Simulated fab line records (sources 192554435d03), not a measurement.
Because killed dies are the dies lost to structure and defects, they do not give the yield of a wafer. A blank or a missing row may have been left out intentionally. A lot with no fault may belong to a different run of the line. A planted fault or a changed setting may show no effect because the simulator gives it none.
fab line records	flow n5_finfet
[record] lots = 7	wafers = 21
route steps=1938 shown BEOL_M8@1362 BEOL_M9@1446 BEOL_M10@1488 BEOL_M11@1542
start_h: hours from the record's opening day to when the first of the lot's shown wafers began	wait_h: how many hours have passed since the lot's step before this one	" unchanged from the row above	L1.1+2: a single row standing in for several wafers	- no value present, or no start provided	* or withheld: withheld	< > ~ a bound
route shown NAME@n: a module of which the file shows steps, and the number in the route of the first	usual: mean/standard deviation of fault-free wafers	same: alike in all rows	chamber/n: place in a boat	sites: the reading at each site	_std_site: the values' standard deviation	_edge_site: outer sites' mean less inner sites'	radius_mm: for every site, how far away it sits from the centre of the wafer	mask NAME#n: copy n	behind: the most recent tool/chamber to have shaped the wafer	hold: why the lot was held/for how many hours/how that ended	device: transistor that didn't switch, given as n, p or np	end of line: the route-end tests of the same wafers	a step without rows: its recipe alone	killed: the dies lost at the first sort to structure and to defects; this is not the yield of the wafer	map: the dies of a wafer, with x for killed, . for not killed, _ for no die there
set.NAME: the run value of the setting; set.NAME@STEP: its run value at that earlier step	model.NAME: the simulator's own value behind a step, which no gauge read
one table per step and one row per wafer, for lots whose settings were changed on purpose
[[steps]]
[step N5_BEOL_M8_EXPOSE_25]
[recipe] mask_id = V7	na = 0.33	source_shape = annular	sigma_inner = 0.4	sigma_outer = 0.8	polarization = unpolarized	target_cd_nm = 40	dose_mj = 42.5
lot.wafer	tool	chamber	start_h	wait_h	mask	set.dose_mj
L076.2	euv_scanner-02	0	211.81	-	V7#0	42.5
L076.4+6	"	0	"	"	V7#0	40.33
L078.1+2	euv_scanner-01	0	224.27	-	V7#0	43.36
L078.6	"	0	"	"	V7#0	42.5
L082.3+4	euv_scanner-01	0	239.82	-	V7#0	42.5
L082.5	"	0	"	"	V7#0	40.97
L083.1	euv_scanner-01	0	249.42	-	V7#0	41.12
L083.2+5	"	0	"	"	V7#0	42.5
L089.2	euv_scanner-02	0	292.08	-	V7#0	40.16
L089.3+4	"	0	"	"	V7#0	42.5
L092.1+2+4	euv_scanner-01	0	332.33	-	V7#0	42.5
L096.1+2	euv_scanner-02	0	350.73	-	V7#0	39.32
L096.3	"	0	"	"	V7#0	42.5
[step N5_BEOL_M8_PEB_26]
[recipe] peb_temp_c = 100	peb_time_s = 60	resist = CAR-EUV
[step N5_BEOL_M8_DEVELOP_27]
[recipe] develop_time_s = 30	developer = TMAH	resist = CAR-EUV	rinse_liquid = surfactant_rinse	dry = air_spin	dev_temp_c = 23
[step N5_BEOL_M8_CD_MEAS_28]
[recipe] target_cd_nm = 40	landing_energy_ev = 500	detector = se_inlens
[usual] cd_nm = 40.00/0.21
lot.wafer	tool	chamber	start_h	wait_h	set.dose_mj@BEOL_M8_EXPOSE_25	cd_nm
L076.2	cd_sem-03	0	211.94	-	42.5	40.14
L076.4	"	0	"	"	40.33	38.83
L076.6	"	0	"	"	40.33	38.67
L078.1	cd_sem-02	0	224.41	-	43.36	40.31
L078.2	"	0	"	"	43.36	40.08
L078.6	"	0	"	"	42.5	39.73
L082.3	cd_sem-01	0	239.94	-	42.5	40.05
L082.4	"	0	"	"	42.5	40.30
L082.5	"	0	"	"	40.97	39.34
L083.1	cd_sem-03	0	249.55	-	41.12	39.03
L083.2	"	0	"	"	42.5	39.79
L083.5	"	0	"	"	42.5	40.48
L089.2	cd_sem-03	0	292.21	-	40.16	38.64
L089.3	"	0	"	"	42.5	40.48
L089.4	"	0	"	"	42.5	40.16
L092.1	cd_sem-03	0	332.46	-	42.5	39.91
L092.2	"	0	"	"	42.5	40.01
L092.4	"	0	"	"	42.5	40.25
L096.1	cd_sem-01	0	350.86	-	39.32	38.53
L096.2	"	0	"	"	39.32	38.10
L096.3	"	0	"	"	42.5	40.28
[step N5_BEOL_M8_DESCUM_33]
[recipe] chemistry = O2	time_s = 7	source_power_w = 50	bias_power_w = 20	pressure_mtorr = 20	rf_frequency_hz = 2.712e+07	temp_c = 40	resist = CAR-EUV	o2_flow_sccm = 225
lot.wafer	tool	chamber	start_h	wait_h	set.dose_mj@BEOL_M8_EXPOSE_25	model.BEOL_M8.cd_nm
L076.2	rie_diel-03	1	212.44	0.4	42.5	40.2
L076.4+6	"	3,1	"	"	40.33	39
L078.1	rie_diel-05	2	224.59	0.1	43.36	40.4
L078.2	"	1	"	"	43.36	40
L078.6	"	3	"	"	42.5	39.8
L082.3	rie_diel-05	3	240.24	0.2	42.5	40
L082.4	"	0	"	"	42.5	39.8
L082.5	"	2	"	"	40.97	39.2
L083.1	rie_diel-01	3	249.68	0.0	41.12	39.4
L083.2	"	1	"	"	42.5	40
L083.5	"	3	"	"	42.5	40.2
L089.2	rie_diel-03	3	292.61	0.3	40.16	38.6
L089.3+4	"	2,0	"	"	42.5	40.2
L092.1	rie_diel-05	2	332.58	0.0	42.5	39.8
L092.2+4	"	3,1	"	"	42.5	40.2
L096.1+2	rie_diel-05	2,0	350.98	0.0	39.32	38.2
L096.3	"	1	"	"	42.5	40.4
[step N5_BEOL_M8_ETCH_72]
[recipe] chemistry = N2/H2	target = underlayer	target_depth_a = 65	mask_material = CAR-EUV	time_s = 5.2	ion_energy_ev = 200	pressure_mtorr = 30	source_w = 840	bias_w = 150	n2_flow_sccm = 200	h2_flow_sccm = 200	ends = cleared
[step N5_BEOL_M8_ETCH_65]
[recipe] chemistry = CF4	target = SiARC	target_depth_a = 156	mask_material = CAR-EUV	time_s = 26	ion_energy_ev = 80	pressure_mtorr = 40	source_w = 545	bias_w = 36	Ar_flow_sccm = 100	cf4_flow_sccm = 100	ends = cleared
[step N5_BEOL_M8_ETCH_66]
[recipe] chemistry = N2/H2	target = SOC	target_depth_a = 800	overetch_a = 160	mask_material = SiARC	temp_c = 40	time_s = 120	ion_energy_ev = 200	pressure_mtorr = 30	source_w = 840	bias_w = 150	n2_flow_sccm = 200	h2_flow_sccm = 200
lot.wafer	tool	chamber	start_h	wait_h	set.dose_mj@BEOL_M8_EXPOSE_25	model.BEOL_M8.cd_nm
L076.2	rie_diel-03	1	212.52	0.0	42.5	40.2
L076.4	"	3	"	"	40.33	38.8
L076.6	"	1	"	"	40.33	39
L078.1+2	rie_diel-05	2,1	224.67	0.0	43.36	40
L078.6	"	3	"	"	42.5	39.8
L082.3	rie_diel-05	3	240.32	0.0	42.5	40.2
L082.4	"	0	"	"	42.5	39.6
L082.5	"	2	"	"	40.97	39
L083.1	rie_diel-01	3	249.76	0.0	41.12	39.4
L083.2+5	"	1,3	"	"	42.5	40
L089.2	rie_diel-03	3	292.69	0.0	40.16	38.8
L089.3+4	"	2,0	"	"	42.5	40.4
L092.1	rie_diel-05	2	332.66	0.0	42.5	39.8
L092.2	"	3	"	"	42.5	40.4
L092.4	"	1	"	"	42.5	40
L096.1	rie_diel-05	2	351.06	0.0	39.32	37.8
L096.2	"	0	"	"	39.32	38.2
L096.3	"	1	"	"	42.5	40.2
[step N5_BEOL_M8_STRIP_69]
[recipe] chemistry = N2/H2	temp_c = 40	n2_flow_sccm = 200	h2_flow_sccm = 200	rf_frequency_hz = 6e+07
[step N5_BEOL_M8_STRIP_73]
[recipe] chemistry = N2/H2	temp_c = 40	n2_flow_sccm = 200	h2_flow_sccm = 200	rf_frequency_hz = 6e+07
[step N5_BEOL_M8_PRECLEAN_42]
[recipe] chemistry = residue_remover	time_s = 60	temp_c = 40
[step N5_BEOL_M8_SRD_43]
[recipe] time_s = 30	temp_c = 23	rinse_liquid = diw	dry = ipa_marangoni
[step N5_BEOL_M8_CD_MEAS_35]
[recipe] target_cd_nm = 40	polarity = opening
[usual] cd_nm = 40.1/0.68
lot.wafer	tool	chamber	start_h	wait_h	set.dose_mj@BEOL_M8_EXPOSE_08	cd_nm
L076.2	cd_sem-02	-	213.02	0.0	65.17	37.1
L076.4	"	-	"	"	68.25	39.0
L076.6	"	-	"	"	68.25	39.6
L078.1	cd_sem-02	-	225.17	0.0	68.25	40.8
L078.2	"	-	"	"	68.25	40.6
L078.6	"	-	"	"	68.25	40.7
L082.3	cd_sem-01	-	240.82	0.0	72.69	43.7
L082.4	"	-	"	"	68.25	40.7
L082.5	"	-	"	"	72.69	43.6
L083.1	cd_sem-03	-	250.27	0.0	70.25	40.9
L083.2	"	-	"	"	68.25	39.1
L083.5	"	-	"	"	68.25	39.4
L089.2	cd_sem-03	-	293.20	0.0	70.6	41.1
L089.3	"	-	"	"	68.25	39.0
L089.4	"	-	"	"	68.25	39.7
L092.1	cd_sem-02	-	333.18	0.0	68.25	39.8
L092.2	"	-	"	"	68.25	39.3
L092.4	"	-	"	"	68.25	39.1
L096.1	cd_sem-01	-	351.56	0.0	65.09	37.3
L096.2	"	-	"	"	65.09	37.8
L096.3	"	-	"	"	68.25	39.9
[step N5_BEOL_M9_TRENCH_ETCH_37]
[recipe] chemistry = C4F6/O2	target_depth_a = 1514.3	target = SiCOH_lowk	time_s = 49	ion_energy_ev = 250	pressure_mtorr = 30	source_w = 345	bias_w = 185	Ar_flow_sccm = 300	C4F6_flow_sccm = 10	O2_flow_sccm = 10
[usual] rf_vpp_V = 665/10
lot.wafer	tool	chamber	start_h	wait_h	set.bias_w	rf_vpp_V
L076.2	rie_diel-04	3	-	-	185	654
L076.4	"	1	"	"	172.9	631
L076.6	"	1	"	"	172.9	631
L078.1	rie_diel-04	3	-	-	185	652
L078.2	"	1	"	"	185	667
L078.6	"	0	"	"	169.9	613
L082.3	rie_diel-02	3	-	-	185	670
L082.4	"	2	"	"	185	670
L082.5	"	1	"	"	185	657
L083.1	rie_diel-02	0	-	-	175.7	634
L083.2	"	2	"	"	185	670
L083.5	"	2	"	"	175.7	643
L089.2	rie_diel-04	0	-	-	185	656
L089.3	"	1	"	"	156.3	582
L089.4	"	3	"	"	185	652
L092.1	rie_diel-02	3	-	-	185	670
L092.2	"	2	"	"	185	671
L092.4	"	1	"	"	185	658
L096.1	rie_diel-06	2	-	-	165.6	614
L096.2	"	1	"	"	165.6	604
L096.3	"	0	"	"	165.6	600
[step N5_BEOL_M10_ETCH_62]
[recipe] chemistry = N2/H2	target = SOC	target_depth_a = 1100	overetch_a = 220	mask_material = SiARC	temp_c = 40	time_s = 165	ion_energy_ev = 200	pressure_mtorr = 30	source_w = 840	bias_w = 150	n2_flow_sccm = 200	h2_flow_sccm = 200
lot.wafer	tool	chamber	start_h	wait_h	set.time_s	model.SiARC_of_BEOL_M10_COAT_60.thk_nm
L076.2+6	rie_diel-01	3,0	228.59	0.0	165	23.8
L076.4	"	2	"	"	165	23.6
L078.1+6	rie_diel-01	0,3	238.96	0.0	165	24
L078.2	"	2	"	"	165	23.6
L082.3	rie_diel-03	0	253.86	0.0	165	24
L082.4	"	2	"	"	165	23.6
L082.5	"	3	"	"	155.5	24.2
L083.1	rie_diel-05	2	265.86	0.0	140.6	24.4
L083.2	"	0	"	"	165	23.4
L083.5	"	3	"	"	165	23.6
L089.2	rie_diel-01	0	306.93	0.0	192.4	22.8
L089.3	"	3	"	"	165	23.8
L089.4	"	2	"	"	192.4	22.4
L092.1	rie_diel-05	1	346.05	0.0	165	23.8
L092.2+4	"	2,3	"	"	165	23.6
L096.1	rie_diel-03	0	372.66	0.0	165	23.6
L096.2	"	3	"	"	165	23.8
L096.3	"	2	"	"	165	23.4
[step N5_BEOL_M10_STRIP_68]
[recipe] chemistry = N2/H2	temp_c = 40	n2_flow_sccm = 200	h2_flow_sccm = 200	rf_frequency_hz = 6e+07
[step N5_BEOL_M10_STRIP_67]
[recipe] chemistry = CF4	resist = SiARC	power_w = 300	bias_power_w = 75	pressure_mtorr = 50	cf4_flow_sccm = 150	rf_frequency_hz = 6e+07
[step N5_BEOL_M10_HM_OPEN_17]
[recipe] chemistry = Cl2/BCl3	target_depth_a = 200	overetch_a = 60	target = TiN	mask_material = SOC	ion_energy_ev = 150	pressure_mtorr = 10	icp_w = 1000	bias_w = 126	Cl2_flow_sccm = 53.25	bcl3_flow_sccm = 21.75	Ar_flow_sccm = 25
lot.wafer	tool	chamber	start_h	wait_h	set.time_s@BEOL_M10_ETCH_62	model.etch.depth_nm
L076.2	rie_metal-03	1	228.78	0.0	165	20.28
L076.4	"	0	"	"	165	20.16
L076.6	"	1	"	"	165	20.34
L078.1	rie_metal-02	1	239.15	0.0	165	19.88
L078.2	"	0	"	"	165	19.86
L078.6	"	0	"	"	165	19.66
L082.3	rie_metal-02	1	254.07	0.1	165	19.88
L082.4	"	0	"	"	165	19.99
L082.5	"	1	"	"	155.5	19.97
L083.1	rie_metal-02	0	266.05	0.0	140.6	20.32
L083.2	"	1	"	"	165	20.29
L083.5	"	1	"	"	165	20.04
L089.2	rie_metal-02	1	307.12	0.0	192.4	17.42
L089.3	"	0	"	"	165	20.31
L089.4	"	1	"	"	192.4	17.53
L092.1	rie_metal-01	0	346.24	0.0	165	20.03
L092.2	"	1	"	"	165	19.99
L092.4	"	1	"	"	165	19.86
L096.1	rie_metal-02	0	372.85	0.0	165	20.04
L096.2	"	1	"	"	165	19.92
L096.3	"	1	"	"	165	19.88
[step N5_BEOL_M10_COAT_63]
[recipe] resist = SOC	temp_c = 250	time_s = 60	spin_rpm = 1500	resist_thk_nm = 100
lot.wafer	tool	chamber	start_h	wait_h	set.spin_rpm	model.SOC_of_BEOL_M10_COAT_63.thk_nm
L076.2	litho_track-01	0	229.92	1.0	1500	100
L076.4	"	0	"	"	1500	99.8
L076.6	"	0	"	"	1398	103.2
L078.1+6	litho_track-01	0	239.36	0.0	1500	99.6
L078.2	"	0	"	"	1500	99.8
L082.3	litho_track-03	0	254.81	0.6	1500	100.2
L082.4	"	0	"	"	1500	100.4
L082.5	"	0	"	"	1500	100
L083.1	litho_track-03	0	266.96	0.7	1500	99.6
L083.2	"	0	"	"	1500	99.8
L083.5	"	0	"	"	1500	99.4
L089.2+3	litho_track-03	0	307.35	0.0	1500	99.8
L089.4	"	0	"	"	1363	105
L092.1+2	litho_track-03	0	348.15	1.7	1500	99.6
L092.4	"	0	"	"	1500	100.2
L096.1+3	litho_track-01	0	377.54	4.5	1427	102
L096.2	"	0	"	"	1500	99.6
[step N5_BEOL_M10_COAT_64]
[recipe] resist = SiARC	temp_c = 220	time_s = 60	spin_rpm = 1500	resist_thk_nm = 30
[step N5_BEOL_M10_COAT_22]
[recipe] resist = CAR-ArF	spin_rpm = 1500	resist_thk_nm = 90
[step N5_BEOL_M10_DESCUM_33]
[recipe] chemistry = O2	time_s = 7.9	source_power_w = 50	bias_power_w = 20	pressure_mtorr = 20	rf_frequency_hz = 2.712e+07	temp_c = 40	resist = CAR-ArF	o2_flow_sccm = 225
[step N5_BEOL_M10_ETCH_65]
[recipe] chemistry = CF4	target = SiARC	target_depth_a = 390	mask_material = CAR-ArF	time_s = 65	ion_energy_ev = 80	pressure_mtorr = 40	source_w = 545	bias_w = 36	Ar_flow_sccm = 100	cf4_flow_sccm = 100	ends = cleared
[step N5_BEOL_M10_ETCH_66]
[recipe] chemistry = N2/H2	target = SOC	target_depth_a = 1200	overetch_a = 240	mask_material = SiARC	temp_c = 40	time_s = 180	ion_energy_ev = 200	pressure_mtorr = 30	source_w = 840	bias_w = 150	n2_flow_sccm = 200	h2_flow_sccm = 200
lot.wafer	tool	chamber	start_h	wait_h	set.spin_rpm@BEOL_M10_COAT_63	model.etch.depth_nm
L076.2	rie_diel-05	3	230.37	0.0	1500	99.97
L076.4	"	2	"	"	1500	99.71
L076.6	"	3	"	"	1398	103.1
L078.1	rie_diel-01	0	239.91	0.0	1500	99.62
L078.2	"	3	"	"	1500	99.73
L078.6	"	1	"	"	1500	99.68
L082.3	rie_diel-05	3	255.40	0.0	1500	100.1
L082.4	"	2	"	"	1500	100.5
L082.5	"	3	"	"	1500	99.98
L083.1	rie_diel-03	0	267.51	0.0	1500	99.63
L083.2	"	2	"	"	1500	99.77
L083.5	"	0	"	"	1500	99.46
L089.2+3	rie_diel-01	1,0	307.91	0.0	1500	99.84
L089.4	"	3	"	"	1363	104.9
L092.1	rie_diel-01	3	348.57	0.0	1500	99.7
L092.2	"	0	"	"	1500	99.66
L092.4	"	1	"	"	1500	100.2
L096.1	rie_diel-05	3	378.33	0.0	1427	102
L096.2	"	2	"	"	1500	99.62
L096.3	"	0	"	"	1427	102.1
[step N5_BEOL_M10_STRIP_69]
[recipe] chemistry = N2/H2	temp_c = 40	n2_flow_sccm = 200	h2_flow_sccm = 200	rf_frequency_hz = 6e+07
[step N5_BEOL_M10_VIA_ETCH_34]
[recipe] chemistry = C4F6/O2	target = SiCOH_lowk	target_depth_a = 1845	mask_material = SOC	taper_deg = 4	time_s = 69.2	ion_energy_ev = 250	pressure_mtorr = 30	source_w = 345	bias_w = 185	Ar_flow_sccm = 300	C4F6_flow_sccm = 10	O2_flow_sccm = 10
lot.wafer	tool	chamber	start_h	wait_h	set.spin_rpm@BEOL_M10_COAT_63	model.SOC_of_BEOL_M10_COAT_63.thk_nm
L076.2	rie_diel-05	3	230.49	0.0	1500	92
L076.4	"	2	"	"	1500	91.8
L076.6	"	3	"	"	1398	95.2
L078.1+6	rie_diel-01	0,1	240.03	0.0	1500	91.6
L078.2	"	3	"	"	1500	91.8
L082.3+5	rie_diel-05	3	255.52	0.0	1500	92
L082.4	"	2	"	"	1500	92.6
L083.1	rie_diel-03	0	267.63	0.0	1500	91.8
L083.2+5	"	2,0	"	"	1500	91.6
L089.2+3	rie_diel-01	1,0	308.04	0.0	1500	91.8
L089.4	"	3	"	"	1363	97
L092.1+2	rie_diel-01	3,0	348.70	0.0	1500	91.8
L092.4	"	1	"	"	1500	92.2
L096.1+3	rie_diel-05	3,0	378.46	0.0	1427	93.8
L096.2	"	2	"	"	1500	91.8
[step N5_BEOL_M11_COAT_60]
[recipe] resist = SiARC	temp_c = 220	time_s = 60	spin_rpm = 1500	resist_thk_nm = 30
lot.wafer	tool	chamber	start_h	wait_h	set.spin_rpm	model.SiARC_of_BEOL_M11_COAT_60.thk_nm
L076.2+4	litho_track-04	0	-	-	1500	30
L076.6	"	0	"	"	1600	29
L078.1+6	litho_track-01	0	-	-	1581	29.2
L078.2	"	0	"	"	1500	30
L082.3+5	litho_track-01	0	-	-	1500	30
L082.4	"	0	"	"	1547	29.4
L083.1+5	litho_track-02	0	-	-	1653	28.6
L083.2	"	0	"	"	1500	30
L089.2	litho_track-01	0	-	-	1384	31.2
L089.3+4	"	0	"	"	1500	30
L092.1+2+4	litho_track-01	0	-	-	1500	30
L096.1+2+3	litho_track-04	0	-	-	1500	30.2
[step N5_BEOL_M11_COAT_05]
[recipe] resist = CAR-ArF	spin_rpm = 1500	resist_thk_nm = 90
[step N5_BEOL_M11_EBR_07]
[recipe] solvent = PGMEA	ebr_width_mm = 1.5
[step N5_BEOL_M11_DESCUM_16]
[recipe] chemistry = O2	time_s = 7.9	source_power_w = 50	bias_power_w = 20	pressure_mtorr = 20	rf_frequency_hz = 2.712e+07	temp_c = 40	resist = CAR-ArF	o2_flow_sccm = 225
[step N5_BEOL_M11_ETCH_61]
[recipe] chemistry = CF4	target = SiARC	target_depth_a = 390	mask_material = CAR-ArF	time_s = 65	ion_energy_ev = 80	pressure_mtorr = 40	source_w = 545	bias_w = 36	Ar_flow_sccm = 100	cf4_flow_sccm = 100	ends = cleared
[usual] etch_rf_on_time_s = 65.3/1.5
lot.wafer	tool	chamber	start_h	wait_h	set.spin_rpm@BEOL_M11_COAT_60	etch_rf_on_time_s	model.etch.depth_nm	model.CAR-ArF_of_BEOL_M11_COAT_05.thk_nm
L076.2	rie_diel-06	1	235.56	0.0	1500	64.3	30.03	55.4
L076.4	"	2	"	"	1500	65.7	30.05	55.6
L076.6	"	1	"	"	1600	62.2	29.06	56.4
L078.1	rie_diel-02	1	245.63	0.0	1581	63.5	29.18	56.2
L078.2	"	3	"	"	1500	65.5	29.91	55.8
L078.6	"	3	"	"	1581	64.6	29.14	56.4
L082.3	rie_diel-06	3	265.00	0.0	1500	63.2	29.97	55.2
L082.4	"	0	"	"	1547	63.0	29.44	56
L082.5	"	0	"	"	1500	64.5	30.04	55.2
L083.1	rie_diel-06	1	272.94	0.0	1653	60.4	28.55	56.8
L083.2	"	2	"	"	1500	65.7	30.05	55.2
L083.5	"	3	"	"	1653	60.3	28.66	56.6
L089.2	rie_diel-04	3	313.40	0.0	1384	67.1	31.22	53.8
L089.3	"	1	"	"	1500	64.4	29.94	55
L089.4	"	2	"	"	1500	64.4	30.01	55.2
L092.1	rie_diel-02	1	356.65	0.0	1500	65.8	30.06	55.2
L092.2	"	3	"	"	1500	67.4	30.03	55.2
L092.4	"	1	"	"	1500	65.5	30.04	55.4
L096.1	rie_diel-02	3	385.52	0.0	1500	66.7	30.22	55.6
L096.2	"	0	"	"	1500	67.2	30.24	55.8
L096.3	"	1	"	"	1500	65.4	30.2	55.6
[step N5_BEOL_M11_ETCH_62]
[recipe] chemistry = N2/H2	target = SOC	target_depth_a = 1100	overetch_a = 220	mask_material = SiARC	temp_c = 40	time_s = 165	ion_energy_ev = 200	pressure_mtorr = 30	source_w = 840	bias_w = 150	n2_flow_sccm = 200	h2_flow_sccm = 200
lot.wafer	tool	chamber	start_h	wait_h	set.spin_rpm@BEOL_M11_COAT_60	model.SiARC_of_BEOL_M11_COAT_60.thk_nm
L076.2+4	rie_diel-06	1,2	235.61	0.0	1500	23.6
L076.6	"	1	"	"	1600	22.6
L078.1+6	rie_diel-02	1,3	245.68	0.0	1581	22.8
L078.2	"	3	"	"	1500	23.6
L082.3	rie_diel-06	3	265.05	0.0	1500	23.2
L082.4	"	0	"	"	1547	23
L082.5	"	0	"	"	1500	23.6
L083.1	rie_diel-06	1	272.99	0.0	1653	22.2
L083.2	"	2	"	"	1500	23.6
L083.5	"	3	"	"	1653	22
L089.2	rie_diel-04	3	313.45	0.0	1384	24.8
L089.3	"	1	"	"	1500	23.4
L089.4	"	2	"	"	1500	23.2
L092.1+2+4	rie_diel-02	1,3,1	356.70	0.0	1500	23.6
L096.1+3	rie_diel-02	3,1	385.57	0.0	1500	23.8
L096.2	"	0	"	"	1500	24
[[key]]
[split] step = N5_BEOL_M8_EXPOSE_25	setting = dose_mj	stated = 42.5	by = wafer
[response] step = N5_BEOL_M8_CD_MEAS_28	reading = cd_nm	change = +0.276	per = 1%	r = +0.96
[response] step = N5_BEOL_M8_DESCUM_33	reading = model.BEOL_M8.cd_nm	change = +0.264	per = 1%	r = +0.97
[response] step = N5_BEOL_M8_ETCH_66	reading = model.BEOL_M8.cd_nm	change = +0.268	per = 1%	r = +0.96
[split] step = N5_BEOL_M9_TRENCH_ETCH_37	setting = bias_w	stated = 185	by = wafer
[response] step = N5_BEOL_M9_TRENCH_ETCH_37	reading = rf_vpp_V	change = +4.8	per = 1%	r = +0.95
[split] step = N5_BEOL_M10_ETCH_62	setting = time_s	stated = 165	by = wafer
[response] step = N5_BEOL_M10_ETCH_62	reading = model.SiARC_of_BEOL_M10_COAT_60.thk_nm	change = -0.0674	per = 1%	r = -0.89
[response] step = N5_BEOL_M10_HM_OPEN_17	reading = model.etch.depth_nm	shape = bent	at_lowest = 20.32	at_stated = 20.02	at_highest = 17.48
[split] step = N5_BEOL_M10_COAT_63	setting = spin_rpm	stated = 1500	by = wafer
[response] step = N5_BEOL_M10_COAT_63	reading = model.SOC_of_BEOL_M10_COAT_63.thk_nm	change = -0.532	per = 1%	r = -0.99
[response] step = N5_BEOL_M10_ETCH_66	reading = model.etch.depth_nm	change = -0.525	per = 1%	r = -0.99
[response] step = N5_BEOL_M10_VIA_ETCH_34	reading = model.SOC_of_BEOL_M10_COAT_63.thk_nm	change = -0.52	per = 1%	r = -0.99
[split] step = N5_BEOL_M11_COAT_60	setting = spin_rpm	stated = 1500	by = wafer
[response] step = N5_BEOL_M11_COAT_60	reading = model.SiARC_of_BEOL_M11_COAT_60.thk_nm	change = -0.147	per = 1%	r = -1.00
[response] step = N5_BEOL_M11_ETCH_61	reading = etch_rf_on_time_s	change = *	per = 1%	r = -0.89
[response] step = N5_BEOL_M11_ETCH_61	reading = model.etch.depth_nm	change = -0.149	per = 1%	r = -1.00
[response] step = N5_BEOL_M11_ETCH_61	reading = model.CAR-ArF_of_BEOL_M11_COAT_05.thk_nm	change = +0.148	per = 1%	r = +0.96
[response] step = N5_BEOL_M11_ETCH_62	reading = model.SiARC_of_BEOL_M11_COAT_60.thk_nm	change = -0.158	per = 1%	r = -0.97
split outside_this_file step=N5_BEOL_M8_EXPOSE_08 setting=dose_mj
// split outside_this_file: this setting was split too, and the file shows its column; the key of that split is in another file
